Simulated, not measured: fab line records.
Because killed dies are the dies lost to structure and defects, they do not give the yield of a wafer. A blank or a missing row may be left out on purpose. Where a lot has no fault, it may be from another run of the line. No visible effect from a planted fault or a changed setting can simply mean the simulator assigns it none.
Which tool was responsible? + flow n5_finfet + Sampling: 10 lots, 29 wafers, 5 of 1938 route steps

## WHAT THE GAUGES READ, wafer by wafer
N5_BEOL_M4_THK_MEAS_53: measures by xrf. Usual: M4_THK 39.8 nm, standard deviation 1.1.
| lot  | measured     | on            | M4_THK (nm)    | flag |
|------|--------------|---------------|----------------|------|
| L453 | day 9 06:00  | film_metro-02 | 39.4 38.4 40.1 |      |
| L455 | day 10 05:41 | film_metro-02 | 39.1 39.0 39.4 |      |
| L456 | day 9 11:51  | film_metro-01 | 40.2 39.5 39.5 |      |
| L457 | day 10 05:27 | film_metro-01 | 41.3 40.5 41.7 |      |
| L458 | day 10 07:34 | film_metro-02 | 40.3 40.2 40.5 |      |
| L460 | day 10 18:04 | film_metro-02 | 40.2 39.1 39.7 |      |
| L462 | day 11 08:50 | film_metro-01 | 41.3 38.8 40.3 |      |
| L463 | day 11 16:38 | film_metro-01 | 38.7 39.9 39.3 |      |
| L465 | day 11 17:00 | film_metro-01 | 38.9 40.3 40.1 |      |
| L472 | day 13 22:39 | film_metro-02 | 40.8 38.5      |      |

N5_BEOL_M4_RS_MEAS_58: the measuring method here is four-point-probe. Usual: M4_RS 0.676 ohm/sq, standard deviation 0.025.
| lot  | measured     | on            | M4_RS (ohm/sq)    | flag |
|------|--------------|---------------|-------------------|------|
| L453 | day 9 06:16  | film_metro-01 | 0.676 0.690 0.659 |      |
| L455 | day 10 05:57 | film_metro-02 | 0.685 0.692 0.680 |      |
| L456 | day 9 12:08  | film_metro-01 | 0.674 0.689 0.693 |      |
| L457 | day 10 05:43 | film_metro-01 | 0.645 0.661 0.637 |      |
| L458 | day 10 07:50 | film_metro-01 | 0.667 0.668 0.657 |      |
| L460 | day 10 18:19 | film_metro-01 | 0.662 0.689 0.673 |      |
| L462 | day 11 09:06 | film_metro-02 | 0.655 0.707 0.674 |      |
| L463 | day 11 16:53 | film_metro-02 | 0.692 0.665 0.680 |      |
| L465 | day 11 17:16 | film_metro-01 | 0.704 0.671 0.676 |      |
| L472 | day 13 22:55 | film_metro-02 | 0.646 0.698       |      |

N5_BEOL_M4_RC_MEAS_101. Usual: DIBL_N 36.4 mV/V, standard deviation 1.4; DIBL_P 36.4 mV/V, standard deviation 1.5; IOFF_N 0.156 nA/um, standard deviation 0.022; IOFF_P 0.210 nA/um, standard deviation 0.023; ION_N 675 uA/um, standard deviation 9.1; ION_P 463 uA/um, standard deviation 5.7; REXT_P 99.9 ohm.um, standard deviation 2.1; SS_N 71.6 mV/dec, standard deviation 0.45; SS_P 73.3 mV/dec, standard deviation 0.56; VT_N 250 mV, standard deviation 3.1; VT_P -250.3 mV, standard deviation 2.3.
| lot  | measured     | on        | DIBL_N (mV/V)  | DIBL_P (mV/V)  | IOFF_N (nA/um)    | IOFF_P (nA/um)    | ION_N (uA/um) | ION_P (uA/um) | REXT_P (ohm.um)   | SS_N (mV/dec)  | SS_P (mV/dec)  | VT_N (mV)   | VT_P (mV)            | flag |
|------|--------------|-----------|----------------|----------------|-------------------|-------------------|---------------|---------------|-------------------|----------------|----------------|-------------|----------------------|------|
| L453 | day 9 06:28  | prober-01 | 35.5 38.7 37.8 | 32.1 36.9 35.6 | 0.117 0.175 0.158 | 0.181 0.263 0.238 | 667 674 680   | 459 463 465   | 99.5 98.6 99.0    | 71.3 72.3 72.1 | 73.0 73.6 74.2 | 259 249 251 | -252.0 -247.5 -249.4 |      |
| L455 | day 10 06:00 | prober-02 | 34.5 35.7 35.5 | 34.8 36.9 37.1 | 0.139 0.163 0.166 | 0.180 0.217 0.213 | 663 672 678   | 453 459 462   | 100.5 101.6 101.3 | 71.0 71.0 71.6 | 72.3 73.5 73.3 | 252 248 248 | -248.9 -248.0 -248.4 |      |
| L456 | day 9 12:20  | prober-01 | 36.2 36.3 35.1 | 35.6 34.6 34.0 | 0.170 0.162 0.144 | 0.205 0.180 0.169 | 681 673 677   | 461 455 454   | 99.8 101.8 101.6  | 72.0 71.7 71.5 | 73.3 73.7 73.6 | 244 249 250 | -249.8 -252.2 -253.3 |      |
| L457 | day 10 05:55 | prober-01 | 34.3 34.1 35.5 | 35.6 34.4 36.1 | 0.126 0.120 0.141 | 0.196 0.192 0.218 | 674 677 673   | 469 472 472   | 98.6 98.4 98.8    | 70.8 71.4 71.5 | 72.6 72.4 73.1 | 250 254 248 | -251.6 -249.2 -245.6 |      |
| L458 | day 10 07:53 | prober-01 | 33.9 35.9 34.0 | 35.1 38.1 34.8 | 0.142 0.189 0.141 | 0.200 0.241 0.192 | 676 688 663   | 467 465 462   | 96.5 97.2 97.0    | 71.2 72.3 70.7 | 72.2 73.4 72.0 | 248 245 251 | -251.3 -246.9 -251.6 |      |
| L460 | day 10 18:31 | prober-02 | 37.4 37.6 37.8 | 37.3 37.7 37.5 | 0.160 0.155 0.163 | 0.195 0.200 0.206 | 667 667 670   | 455 455 464   | 99.6 98.8 98.4    | 71.1 71.7 71.4 | 73.6 73.8 73.9 | 248 253 249 | -254.0 -252.8 -251.3 |      |
| L462 | day 11 09:09 | prober-01 | 36.8 36.9 35.2 | 37.6 37.7 36.0 | 0.161 0.157 0.137 | 0.204 0.212 0.183 | 683 670 667   | 463 457 458   | 101.0 101.7 102.6 | 71.3 71.6 71.2 | 72.9 73.1 73.0 | 250 253 253 | -250.2 -247.6 -249.6 |      |
| L463 | day 11 17:06 | prober-02 | 37.6 38.0 37.2 | 37.8 38.8 37.7 | 0.163 0.179 0.159 | 0.190 0.210 0.185 | 677 678 670   | 453 461 452   | 100.4 100.1 99.9  | 72.0 72.1 71.9 | 73.5 73.9 73.5 | 249 250 249 | -252.8 -250.8 -255.0 |      |
| L465 | day 11 17:19 | prober-01 | 35.0 36.0 35.3 | 35.1 36.3 35.5 | 0.130 0.140 0.128 | 0.182 0.199 0.185 | 666 671 659   | 459 462 457   | 99.2 98.9 99.0    | 71.2 71.7 71.4 | 72.8 74.3 74.0 | 252 253 255 | -256.3 -251.6 -253.3 |      |
| L472 | day 13 23:07 | prober-02 | 34.7 37.1      | 36.0 37.6      | 0.134 0.167       | 0.192 0.241       | 678 678       | 465 471       | 98.2 93.4         | 71.1 72.2      | 72.3 72.5      | 252 248     | -251.0 -246.6        |      |

## TOOL THAT RAN EACH LOT (tool first, then ch and the chambers of the sampled wafers, then the start)
| lot  | N5_SPACER0_ALD_08                | N5_BEOL_M4_ANNEAL_95         |
|------|----------------------------------|------------------------------|
| L453 | ald_sin-02 ch 0,2, day 2 22:34   | pvd_sputter-02, day 9 05:04  |
| L455 | ald_sin-02 ch 1,2, day 3 14:17   | pvd_sputter-02, day 10 04:46 |
| L456 | ald_sin-03 ch 0,1, day 3 19:10   | pvd_sputter-02, day 9 10:47  |
| L457 | ald_sin-02 ch 0,1,3, day 4 01:50 | pvd_sputter-01, day 10 04:31 |
| L458 | ald_sin-03 ch 0,1,3, day 4 07:43 | pvd_sputter-01, day 10 06:24 |
| L460 | ald_sin-02 ch 1,3, day 4 18:37   | pvd_sputter-02, day 10 17:07 |
| L462 | ald_sin-03 ch 1,2,3, day 5 06:14 | pvd_sputter-02, day 11 07:55 |
| L463 | ald_sin-02 ch 0,3, day 5 11:01   | pvd_sputter-01, day 11 15:42 |
| L465 | ald_sin-03 ch 1,2,3, day 6 04:53 | pvd_sputter-03, day 11 15:58 |
| L472 | ald_sin-03 ch 0,1, day 7 20:16   | pvd_sputter-03, day 13 21:43 |
- N5_SPACER0_ALD_08: deposits SiNx, target thk 2 nm.
- N5_BEOL_M4_ANNEAL_95: time 240 s.

## WHAT THE TOOLS THEMSELVES READ (means of the sampled wafers that have a number; where no wafer has one, the mark that the record gives instead)
N5_SPACER0_ALD_08. Usual: chamber_pressure_Torr 1.999 Torr, standard deviation 0.0045; heater_power_w 831 W, standard deviation 80.
| lot  | tool       | chamber_pressure_Torr (Torr) | heater_power_w (W) | flag |
|------|------------|------------------------------|--------------------|------|
| L453 | ald_sin-02 | 2.000                        | 876                |      |
| L455 | ald_sin-02 | 1.997                        | 820                |      |
| L456 | ald_sin-03 | 2.000                        | 850                |      |
| L457 | ald_sin-02 | 1.997                        | 785                |      |
| L458 | ald_sin-03 | 1.999                        | 876                |      |
| L460 | ald_sin-02 | 1.996                        | 775                |      |
| L462 | ald_sin-03 | 2.003                        | 830                |      |
| L463 | ald_sin-02 | 2.003                        | 796                |      |
| L465 | ald_sin-03 | 1.998                        | 845                |      |
| L472 | ald_sin-03 | 2.003                        | 880                |      |

N5_BEOL_M4_ANNEAL_95. Usual: heater_power_w 807 W, standard deviation 44.
| lot  | tool           | heater_power_w (W) | flag |
|------|----------------|--------------------|------|
| L453 | pvd_sputter-02 | 810                |      |
| L455 | pvd_sputter-02 | 844                |      |
| L456 | pvd_sputter-02 | 822                |      |
| L457 | pvd_sputter-01 | 827                |      |
| L458 | pvd_sputter-01 | 783                |      |
| L460 | pvd_sputter-02 | 804                |      |
| L462 | pvd_sputter-02 | 834                |      |
| L463 | pvd_sputter-01 | 791                |      |
| L465 | pvd_sputter-03 | 832                |      |
| L472 | pvd_sputter-03 | 809                |      |

## THE ANSWER, worked out from the rows above alone
Rule: lot off if the mean of its wafers having a number is beyond 3 standard deviations from the usual mean. Also off: a lot with no number at a reading for which 4 or more lots have one. Where the step has rows for the other lots, those lots are counted as sound. After the gauges, taken in route order, come the tools' own readings; for these a lot's mean is taken, as printed above. The first step at which some lot is off is used, and at that step the reading that is off furthest; a lot without a number counts as furthest.
No lot is off on any of the readings shown, so nothing can be concluded from this.

## WHAT THE SIMULATOR HAD PUT IN
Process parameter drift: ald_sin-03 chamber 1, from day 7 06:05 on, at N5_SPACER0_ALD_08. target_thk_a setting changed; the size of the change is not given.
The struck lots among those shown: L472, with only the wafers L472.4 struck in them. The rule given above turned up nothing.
